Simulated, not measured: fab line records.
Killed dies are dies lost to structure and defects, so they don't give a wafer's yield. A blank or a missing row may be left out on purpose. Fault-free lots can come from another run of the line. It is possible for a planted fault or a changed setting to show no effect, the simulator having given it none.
fab line records | flow nandHarc
record: lots: 14 | wafers: 42 | lastDay: 33
route steps=1302 shown P_BONDPAD@353
lots that met no fault: taken from a fault-free run of the same line
startH: the number of hours between the record's first day and the start of the first shown wafer of the lot | waitH: hours from the lot's prior step to this one | " same as the row above | L1.1+2: several wafers, shown together as one row | - value missing, or start not given | * or withheld: withheld | < > ~ a bound
route shown NAME@n: NAME is a module with steps in the file, n the number in the route of the first one | usual: the fault-free wafers' mean and standard deviation | same: alike in all rows | chamber/n: place in a boat | sites: per-site readings | _std_site: standard deviation of those values | _edge_site: inner sites' mean taken away from outer sites' mean | radiusMm: for every site, how far away it sits from the centre of the wafer | mask NAME#n: copy n | behind: the most recent tool/chamber to have shaped the wafer | hold: why the lot went on hold/how many hours it stayed there/how the hold came to an end | device: whichever transistor did not switch (one of n, p or np) | end of line: the same wafers' tests at the end of the route | a step without rows: its recipe alone | killed: dies lost to structure and defects at the first sort, not the wafer's yield | map: the dies of a wafer, with x for killed, . for not killed, _ for no die there
set.NAME: the setting the step ran with; set.NAME@STEP: the setting that earlier step ran with | model.NAME: the simulator's own value behind a step, which no gauge read
route steps across a sampled set of lots; one table per step, one row per wafer
services: the hour from which a tool's chamber was out of use, counted from the record's first day as startH (under 0 if before that day), plus the number of hours and why
== steps ==
step: NHARC_P_BONDPAD_THK_MEAS_33
recipe: thkMeasGauge: ellipsometry
usual: thkNm: 200.5/1.5
lot.wafer | tool         | chamber | startH | waitH | thkNm
L643.1    | filmMetro-02 | -       | 149.86 | 0.2   | 198.7
L643.4    | "            | -       | "      | "     | 203.4
L643.5    | "            | -       | "      | "     | 202.0
L644.1    | filmMetro-01 | -       | 157.75 | 0.2   | 201.8
L644.3    | "            | -       | "      | "     | 202.0
L644.5    | "            | -       | "      | "     | 201.2
L646.2    | filmMetro-02 | -       | 174.10 | 0.2   | 200.0
L646.3    | "            | -       | "      | "     | 199.1
L646.4    | "            | -       | "      | "     | 200.2
L647.1    | filmMetro-02 | -       | 180.07 | 0.2   | 199.2
L647.4    | "            | -       | "      | "     | 200.1
L647.6    | "            | -       | "      | "     | 200.8
L648.2    | filmMetro-02 | -       | 192.97 | 0.2   | 199.9
L648.4    | "            | -       | "      | "     | 201.3
L648.6    | "            | -       | "      | "     | 202.0
L649.2    | filmMetro-01 | -       | 200.64 | 0.2   | 198.3
L649.3    | "            | -       | "      | "     | 202.1
L649.6    | "            | -       | "      | "     | 199.8
L650.2    | filmMetro-01 | -       | 215.37 | 0.2   | 199.4
L650.5    | "            | -       | "      | "     | 200.4
L650.6    | "            | -       | "      | "     | 198.3
L656.2    | filmMetro-02 | -       | 280.01 | 0.2   | 203.0
L656.3    | "            | -       | "      | "     | 200.1
L656.5    | "            | -       | "      | "     | 202.7
L658.2    | filmMetro-02 | -       | 303.54 | 0.2   | 198.0
L658.3    | "            | -       | "      | "     | 201.9
L658.6    | "            | -       | "      | "     | 196.1
L659.2    | filmMetro-02 | -       | 304.27 | 0.2   | 201.2
L659.3    | "            | -       | "      | "     | 199.6
L659.6    | "            | -       | "      | "     | 199.8
L660.3    | filmMetro-02 | -       | 311.08 | 0.2   | 200.5
L660.5    | "            | -       | "      | "     | 200.8
L660.6    | "            | -       | "      | "     | 200.6
L661.1    | filmMetro-02 | -       | 319.12 | 0.2   | 200.0
L661.4    | "            | -       | "      | "     | 199.9
L661.5    | "            | -       | "      | "     | 201.0
L662.4    | filmMetro-02 | -       | 333.04 | 0.2   | 201.0
L662.5    | "            | -       | "      | "     | 202.6
L662.6    | "            | -       | "      | "     | 200.8
L664.1    | filmMetro-01 | -       | 355.09 | 0.1   | 201.2
L664.2    | "            | -       | "      | "     | 202.0
L664.6    | "            | -       | "      | "     | 199.7
step: NHARC_P_BONDPAD_OVL_MEAS_38
usual: overlayXNm: 0/6.6 | overlayYNm: -2/5.2
lot.wafer | tool       | chamber | startH | waitH | overlayXNm | overlayYNm
L643.1    | overlay-01 | -       | 150.52 | -     | -6         | 1
L643.4    | "          | -       | "      | "     | -6         | 0
L643.5    | "          | -       | "      | "     | -6         | 0
L644.1    | overlay-02 | -       | 158.40 | -     | 1          | -6
L644.3    | "          | -       | "      | "     | 0          | -6
L644.5    | "          | -       | "      | "     | 1          | -5
L646.2    | overlay-02 | -       | 174.64 | -     | -8         | -6
L646.3    | "          | -       | "      | "     | -8         | -6
L646.4    | "          | -       | "      | "     | -8         | -6
L647.1    | overlay-02 | -       | 180.72 | -     | -8         | -9
L647.4    | "          | -       | "      | "     | -8         | -10
L647.6    | "          | -       | "      | "     | -8         | -10
L648.2    | overlay-01 | -       | 193.65 | -     | 4          | 3
L648.4    | "          | -       | "      | "     | 3          | 3
L648.6    | "          | -       | "      | "     | 3          | 3
L649.2    | overlay-02 | -       | 201.29 | -     | 0          | 0
L649.3    | "          | -       | "      | "     | 0          | 0
L649.6    | "          | -       | "      | "     | 0          | 1
L650.2    | overlay-01 | -       | 216.03 | -     | 5          | -8
L650.5    | "          | -       | "      | "     | 5          | -7
L650.6    | "          | -       | "      | "     | 5          | -7
L656.2    | overlay-02 | -       | 280.66 | -     | 6          | 5
L656.3    | "          | -       | "      | "     | 6          | 6
L656.5    | "          | -       | "      | "     | 6          | 5
L658.2    | overlay-02 | -       | 304.07 | -     | -1         | -11
L658.3    | "          | -       | "      | "     | 0          | -10
L658.6    | "          | -       | "      | "     | -1         | -11
L659.2    | overlay-02 | -       | 304.92 | -     | -10        | -3
L659.3    | "          | -       | "      | "     | -10        | -3
L659.6    | "          | -       | "      | "     | -9         | -3
L660.3    | overlay-02 | -       | 311.73 | -     | 4          | 9
L660.5    | "          | -       | "      | "     | 4          | 9
L660.6    | "          | -       | "      | "     | 5          | 8
L661.1    | overlay-02 | -       | 319.78 | -     | -2         | -1
L661.4    | "          | -       | "      | "     | -3         | -1
L661.5    | "          | -       | "      | "     | -2         | -1
L662.4    | overlay-02 | -       | 333.70 | -     | 17         | -3
L662.5    | "          | -       | "      | "     | 17         | -4
L662.6    | "          | -       | "      | "     | 16         | -4
L664.1    | overlay-01 | -       | 355.62 | -     | 10         | -4
L664.2    | "          | -       | "      | "     | 10         | -5
L664.6    | "          | -       | "      | "     | 10         | -5
step: NHARC_P_BONDPAD_CD_MEAS_13
usual: cdNm: 498.4/2.1
lot.wafer | tool     | chamber | startH | waitH | cdNm
L643.1    | cdSem-01 | -       | 150.97 | -     | 495.9
L643.4    | "        | -       | "      | "     | 498.3
L643.5    | "        | -       | "      | "     | 498.5
L644.1    | cdSem-01 | -       | 158.84 | -     | 503.1
L644.3    | "        | -       | "      | "     | 497.8
L644.5    | "        | -       | "      | "     | 498.1
L646.2    | cdSem-01 | -       | 175.08 | -     | 500.0
L646.3    | "        | -       | "      | "     | 497.4
L646.4    | "        | -       | "      | "     | 497.9
L647.1    | cdSem-02 | -       | 181.16 | -     | 497.5
L647.4    | "        | -       | "      | "     | 497.9
L647.6    | "        | -       | "      | "     | 498.4
L648.2    | cdSem-03 | -       | 194.09 | -     | 497.1
L648.4    | "        | -       | "      | "     | 495.2
L648.6    | "        | -       | "      | "     | 497.1
L649.2    | cdSem-01 | -       | 201.73 | -     | 496.5
L649.3    | "        | -       | "      | "     | 495.8
L649.6    | "        | -       | "      | "     | 497.4
L650.2    | cdSem-03 | -       | 216.47 | -     | 498.8
L650.5    | "        | -       | "      | "     | 498.0
L650.6    | "        | -       | "      | "     | 495.2
L656.2    | cdSem-03 | -       | 281.10 | -     | 501.7
L656.3    | "        | -       | "      | "     | 500.5
L656.5    | "        | -       | "      | "     | 499.5
L658.2    | cdSem-03 | -       | 304.56 | -     | 494.8
L658.3    | "        | -       | "      | "     | 496.9
L658.6    | "        | -       | "      | "     | 495.7
L659.2    | cdSem-03 | -       | 305.36 | -     | 501.8
L659.3    | "        | -       | "      | "     | 497.6
L659.6    | "        | -       | "      | "     | 497.5
L660.3    | cdSem-01 | -       | 312.18 | -     | 502.4
L660.5    | "        | -       | "      | "     | 498.7
L660.6    | "        | -       | "      | "     | 498.6
L661.1    | cdSem-03 | -       | 320.21 | -     | 497.7
L661.4    | "        | -       | "      | "     | 500.2
L661.5    | "        | -       | "      | "     | 500.7
L662.4    | cdSem-01 | -       | 334.15 | -     | 500.7
L662.5    | "        | -       | "      | "     | 500.7
L662.6    | "        | -       | "      | "     | 496.5
L664.1    | cdSem-01 | -       | 356.06 | -     | 497.0
L664.2    | "        | -       | "      | "     | 500.0
L664.6    | "        | -       | "      | "     | 497.6
step: NHARC_P_BONDPAD_ECD_18
recipe: targetThkA: 4000 | bathTempC: 25 | material: Cu
usual: bathHeatDutyPct: 7.1/0.73 | bathTempC: 24.98/0.11
lot.wafer | tool     | chamber | startH | waitH | bathHeatDutyPct | bathTempC
L643.1    | ecdCu-02 | 1       | 152.00 | -     | 5.9             | 25.01
L643.4    | "        | 1       | "      | "     | 5.7             | 25.08
L643.5    | "        | 0       | "      | "     | 7.2             | 24.94
L644.1    | ecdCu-01 | 0       | 159.88 | -     | 7.0             | 24.98
L644.3    | "        | 1       | "      | "     | 7.2             | 25.12
L644.5    | "        | 0       | "      | "     | 6.6             | 25.01
L646.2    | ecdCu-01 | 0       | 176.06 | -     | 8.2             | 25.09
L646.3    | "        | 0       | "      | "     | 7.6             | 25.03
L646.4    | "        | 1       | "      | "     | 7.1             | 24.84
L647.1    | ecdCu-01 | 0       | 182.54 | -     | 6.3             | 25.08
L647.4    | "        | 0       | "      | "     | 8.4             | 25.11
L647.6    | "        | 0       | "      | "     | 6.4             | 25.17
L648.2    | ecdCu-02 | 0       | 195.20 | -     | 7.4             | 24.75
L648.4    | "        | 0       | "      | "     | 7.9             | 25.04
L648.6    | "        | 1       | "      | "     | 6.5             | 25.08
L649.2    | ecdCu-01 | 1       | 202.81 | -     | -               | -
L649.3    | "        | 1       | "      | "     | -               | -
L649.6    | "        | 0       | "      | "     | -               | -
L650.2    | ecdCu-02 | 0       | 217.50 | -     | -               | -
L650.5    | "        | 1       | "      | "     | -               | -
L650.6    | "        | 0       | "      | "     | -               | -
L656.2    | ecdCu-02 | 0       | 282.09 | -     | 7.9             | 24.89
L656.3    | "        | 0       | "      | "     | 7.8             | 25.04
L656.5    | "        | 0       | "      | "     | 7.9             | 25.12
L658.2    | ecdCu-02 | 0       | 305.59 | -     | 7.5             | 24.94
L658.3    | "        | 1       | "      | "     | 6.0             | 24.95
L658.6    | "        | 0       | "      | "     | 7.6             | 24.93
L659.2    | ecdCu-01 | 0       | 306.39 | -     | 7.5             | 25.23
L659.3    | "        | 0       | "      | "     | 7.3             | 25.20
L659.6    | "        | 1       | "      | "     | 6.9             | 24.84
L660.3    | ecdCu-01 | 0       | 313.26 | -     | 7.0             | 24.95
L660.5    | "        | 0       | "      | "     | 6.6             | 24.97
L660.6    | "        | 1       | "      | "     | 7.7             | 24.95
L661.1    | ecdCu-01 | 1       | 321.21 | -     | 7.0             | 24.88
L661.4    | "        | 0       | "      | "     | 7.5             | 24.89
L661.5    | "        | 1       | "      | "     | 7.2             | 24.94
L662.4    | ecdCu-01 | 0       | 335.29 | -     | 7.7             | 25.05
L662.5    | "        | 1       | "      | "     | 7.7             | 24.90
L662.6    | "        | 0       | "      | "     | 6.9             | 25.11
L664.2    | ecdCu-02 | 0       | 357.04 | -     | 8.4             | 25.05
L664.1    | "        | 1       | "      | "     | 6.1             | 24.97
L664.6    | "        | 0       | "      | "     | 7.3             | 25.00
step: NHARC_P_BONDPAD_THK_MEAS_20
recipe: thkMeasGauge: xrf
usual: thkNm: 160.8/1.6
lot.wafer | tool         | chamber | startH | waitH | thkNm
L643.1    | filmMetro-01 | -       | 152.99 | -     | 159.5
L643.4    | "            | -       | "      | "     | 159.7
L643.5    | "            | -       | "      | "     | 162.3
L644.1    | filmMetro-02 | -       | 160.87 | -     | 161.9
L644.3    | "            | -       | "      | "     | 159.9
L644.5    | "            | -       | "      | "     | 161.0
L646.2    | filmMetro-02 | -       | 177.13 | -     | 161.8
L646.3    | "            | -       | "      | "     | 159.4
L646.4    | "            | -       | "      | "     | 160.1
L647.1    | filmMetro-02 | -       | 183.58 | -     | 162.8
L647.4    | "            | -       | "      | "     | 160.4
L647.6    | "            | -       | "      | "     | 159.3
L648.2    | filmMetro-01 | -       | 196.19 | -     | 157.7
L648.4    | "            | -       | "      | "     | 157.5
L648.6    | "            | -       | "      | "     | 159.4
L649.2    | filmMetro-02 | -       | 203.81 | -     | 30.6
L649.3    | "            | -       | "      | "     | 29.8
L649.6    | "            | -       | "      | "     | 28.4
L650.2    | filmMetro-02 | -       | 218.52 | -     | 29.2
L650.5    | "            | -       | "      | "     | 29.4
L650.6    | "            | -       | "      | "     | 29.5
L656.2    | filmMetro-02 | -       | 283.13 | -     | 165.0
L656.3    | "            | -       | "      | "     | 159.8
L656.5    | "            | -       | "      | "     | 160.8
L658.2    | filmMetro-01 | -       | 306.58 | -     | 160.8
L658.3    | "            | -       | "      | "     | 158.4
L658.6    | "            | -       | "      | "     | 160.0
L659.2    | filmMetro-01 | -       | 307.50 | -     | 160.2
L659.3    | "            | -       | "      | "     | 156.1
L659.6    | "            | -       | "      | "     | 160.4
L660.3    | filmMetro-01 | -       | 314.20 | -     | 160.3
L660.5    | "            | -       | "      | "     | 160.8
L660.6    | "            | -       | "      | "     | 162.2
L661.1    | filmMetro-02 | -       | 322.25 | -     | 161.7
L661.4    | "            | -       | "      | "     | 160.0
L661.5    | "            | -       | "      | "     | 162.0
L662.4    | filmMetro-01 | -       | 336.19 | -     | 162.4
L662.5    | "            | -       | "      | "     | 161.8
L662.6    | "            | -       | "      | "     | 162.7
L664.1    | filmMetro-01 | -       | 358.08 | -     | 162.5
L664.2    | "            | -       | "      | "     | 162.9
L664.6    | "            | -       | "      | "     | 161.8
== services ==
tool     | chamber | startH | hours | kind
ecdCu-01 | -       | 160.13 | 8.0   | pm
ecdCu-02 | -       | 181.49 | 1.7   | repair
ecdCu-02 | -       | 205.08 | 1.3   | repair
ecdCu-02 | -       | 244.12 | 8.0   | pm
ecdCu-01 | -       | 246.78 | 4.9   | repair
ecdCu-02 | -       | 303.62 | 1.8   | repair
ecdCu-01 | -       | 336.13 | 8.0   | pm
== key ==
firstSign: step: NHARC_P_BONDPAD_ECD_18 | reading: toolRecord | direction: missing
effect: step: NHARC_P_BONDPAD_THK_MEAS_20 | reading: thkNm | direction: down | sigmas: 82 | usual: 160.8 | struck: 29.5
metAt NHARC_P_BONDPAD_ECD_18
struckLots L649,L650
laterRowsLeftOut L649.2,L649.3,L649.6,L650.2,L650.5,L650.6
sortLeftOut L649.2,L649.3,L649.6,L650.2,L650.5,L650.6
notActingAt NHARC_P_BONDPAD_THK_MEAS_33,NHARC_P_BONDPAD_OVL_MEAS_38,NHARC_P_BONDPAD_CD_MEAS_13
onsetBetween 195.20 202.81
fault: kind: skippedStepWhole | tool: ecdCu-01,ecdCu-02 | chamber: - | onsetH: 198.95 | steps: NHARC_P_BONDPAD_ECD_18 | scope: struckLotsOnly
sortLeftOut: the simulated sort isn't trusted on such a fault, so these wafers' sort isn't shown, and their yield isn't known
laterRowsLeftOut: the simulator's readings of these wafers behind a module that went badly wrong aren't trusted and aren't shown, but for the sort
